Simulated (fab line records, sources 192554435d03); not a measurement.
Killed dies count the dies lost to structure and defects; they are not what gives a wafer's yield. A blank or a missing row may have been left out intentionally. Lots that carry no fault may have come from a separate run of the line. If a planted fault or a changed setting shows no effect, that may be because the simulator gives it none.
Chamber matching	flow n5Finfet	N5_BEOL_M15_DESCUM_15 on rieDiel-04 has 4 sister chambers
The step chemistry O2, time 7.9 s. 4 wafers are shown with their chamber, then 7 later ones without.

EACH WAFER AND ITS CHAMBER
wafer	chamber	showerheadPlenumPTorr (Torr)
L079.4	1	2.03
L085.3	0	1.97
L093.1	2	2.21
L093.3	3	2.06

WAFERS WHOSE CHAMBER IS MISSING
wafer	showerheadPlenumPTorr (Torr)
L093.4	2.02
L094.2	1.97
L094.3	2.20
L094.6	2.01
L096.1	2.01
L096.4	2.06
L096.5	2.06

EACH ONE'S CHAMBER
wafer	from the rows above	in truth
L093.4	1	1
L094.2	0	0
L094.3	2	2
L094.6	can't be placed: 1 or 0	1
L096.1	can't be placed: 1 or 0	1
L096.4	3	3
L096.5	3	3
Correct placement for 5 of the 7. Not placeable from these rows: 2 (in 2, the candidates include the true chamber). Placed wrongly: 0.
How it was worked out, from the rows above alone: a wafer's distance from a chamber is the root of the sum, over the readings, of the square of ((its reading less the chamber's mean) divided by the reading's scatter). If the next closest chamber is less than 2 further off than the closest, the wafer can't be placed; otherwise it belongs to the closest. A chamber's mean is the mean of its shown wafers. The scatter: with one shown wafer a chamber, the root of the mean of the squares of how far each hidden wafer lies from its nearest shown one.
